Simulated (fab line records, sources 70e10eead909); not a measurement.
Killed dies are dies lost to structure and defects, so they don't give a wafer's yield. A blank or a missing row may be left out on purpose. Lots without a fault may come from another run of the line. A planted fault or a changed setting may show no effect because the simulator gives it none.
Tool commonality check | flow nand_harc | 13 lots, 39 wafers sampled

WHY IT WAS OPENED
At NHARC_A_ONON_D1_THK_MEAS_21 the reading thk_nm is flagged on 2 of 13 lots. Wafers without a fault read 1005 nm, standard deviation 9.
Rule: a lot is flagged when every wafer of it that has a number lies more than 4 standard deviations from that mean, or none has a number. The other lots count as sound.

lot  | measured     | on            | thk_nm (nm), wafer by wafer | flag
L626 | day 8 12:19  | film_metro-01 | 1024 1023 1022              |
L627 | day 8 19:17  | film_metro-01 | 1018 1018 1020              |
L628 | day 8 19:19  | film_metro-02 | 1006 1005 1005              |
L630 | day 9 22:39  | film_metro-02 | 1002 1002 1001              |
L631 | day 10 08:01 | film_metro-01 | 1009 1008 1007              |
L632 | day 10 16:53 | film_metro-02 | 1005 1006 1004              |
L635 | day 12 09:11 | film_metro-01 | 994 993 996                 |
L638 | day 13 07:23 | film_metro-02 | 1013 1012 1012              |
L639 | day 13 14:11 | film_metro-02 | 995 992 994                 |
L644 | day 15 17:56 | film_metro-01 | 1016 1016 1017              |
L647 | day 17 02:34 | film_metro-01 | 1577 1578 1580              | FLAGGED
L648 | day 17 09:38 | film_metro-01 | 1580 1581 1581              | FLAGGED
L649 | day 18 01:31 | film_metro-01 | 999 1000 998                |
The numbers of the flagged lots are 1580 nm on average: +574 nm against the usual, or +64 standard deviations.

WHICH TOOL RAN EACH LOT
The record holds 2 process steps before the reading, out of a route of 1302 steps. In each cell: the tool, then ch and the chambers that the sampled wafers went through, then the start.
lot  | flag    | NHARC_A_ZERO_WELL_ETCH_13        | NHARC_A_ONON_D1_DEP_19
L626 |         | rie_si-01 ch 0,1, day 7 04:05    | pecvd_onon-02 ch 0, day 8 11:56
L627 |         | rie_si-06 ch 0,1,3, day 7 10:11  | pecvd_onon-03 ch 0, day 8 18:51
L628 |         | rie_si-06 ch 1,2,3, day 7 11:57  | pecvd_onon-01 ch 0, day 8 18:47
L630 |         | rie_si-04 ch 0,1,3, day 8 12:40  | pecvd_onon-02 ch 0, day 9 22:12
L631 |         | rie_si-04 ch 1,2,3, day 8 23:52  | pecvd_onon-01 ch 0, day 10 07:31
L632 |         | rie_si-06 ch 0,1,3, day 9 07:12  | pecvd_onon-01 ch 0, day 10 16:26
L635 |         | rie_si-04 ch 0,3, day 11 00:49   | pecvd_onon-03 ch 0, day 12 08:48
L638 |         | rie_si-06 ch 0,2,3, day 11 22:52 | pecvd_onon-02 ch 0, day 13 06:52
L639 |         | rie_si-04 ch 0,1, day 12 03:52   | pecvd_onon-03 ch 0, day 13 13:40
L644 |         | rie_si-06 ch 1,2,3, day 14 09:10 | pecvd_onon-01 ch 0, day 15 17:28
L647 | FLAGGED | rie_si-06 ch 1,2,3, day 15 14:59 | pecvd_onon-01 ch 0, day 17 02:11
L648 | FLAGGED | rie_si-06 ch 1,2,3, day 15 23:20 | pecvd_onon-01 ch 0, day 17 09:08
L649 |         | rie_si-06 ch 0,2,3, day 16 12:41 | pecvd_onon-02 ch 0, day 18 01:01
What these steps do:
- NHARC_A_ZERO_WELL_ETCH_13: etches the open film in HBr/Cl2, target depth 120 nm, time 40.1 s.
- NHARC_A_ONON_D1_DEP_19: target thk 1000 nm.
- NHARC_A_ONON_D1_THK_MEAS_21: measures by ellipsometry.

FLAGGED OVER TOTAL, TOOL BY TOOL (the gauges that took the reading come last)
step                        | tool          | lots run | flagged | share of the flagged lots | sound lots run after its first flagged lot
NHARC_A_ZERO_WELL_ETCH_13   | rie_si-01     | 1        | 0       | none                      | -
NHARC_A_ZERO_WELL_ETCH_13   | rie_si-04     | 4        | 0       | none                      | -
NHARC_A_ZERO_WELL_ETCH_13   | rie_si-06     | 8        | 2       | all                       | 1 (L649)
NHARC_A_ONON_D1_DEP_19      | pecvd_onon-01 | 6        | 2       | all                       | 0
NHARC_A_ONON_D1_DEP_19      | pecvd_onon-02 | 4        | 0       | none                      | -
NHARC_A_ONON_D1_DEP_19      | pecvd_onon-03 | 3        | 0       | none                      | -
NHARC_A_ONON_D1_THK_MEAS_21 | film_metro-01 | 8        | 2       | all                       | 1 (L649)
NHARC_A_ONON_D1_THK_MEAS_21 | film_metro-02 | 5        | 0       | none                      | -

WHAT THE TABLE ALLOWS
3 rows of the table ran every flagged lot: rie_si-06 at NHARC_A_ZERO_WELL_ETCH_13, pecvd_onon-01 at NHARC_A_ONON_D1_DEP_19, film_metro-01 at NHARC_A_ONON_D1_THK_MEAS_21.
- rie_si-06 at NHARC_A_ZERO_WELL_ETCH_13: 2 of its 8 lots flagged. Sound lots ran on it after the first flagged one (L649), which a lasting fault on the whole tool wouldn't allow.
- pecvd_onon-01 at NHARC_A_ONON_D1_DEP_19: 2 of its 6 lots flagged. Its last sound lot is L644 (day 15 17:28), its first flagged lot L647 (day 17 02:11): a fault that began between those two fits.
- film_metro-01 at NHARC_A_ONON_D1_THK_MEAS_21: 2 of its 8 lots flagged. Sound lots ran on it after the first flagged one (L649), which a lasting fault on the whole tool wouldn't allow.
One tool is left: pecvd_onon-01 at NHARC_A_ONON_D1_DEP_19.

WHAT THE SIMULATOR HAD PUT IN
Process parameter drift: pecvd_onon-01, from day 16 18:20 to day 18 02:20, at NHARC_A_ONON_D1_DEP_19. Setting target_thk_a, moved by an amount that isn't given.
Lots struck among those shown: L647, L648. The rule above found the same.
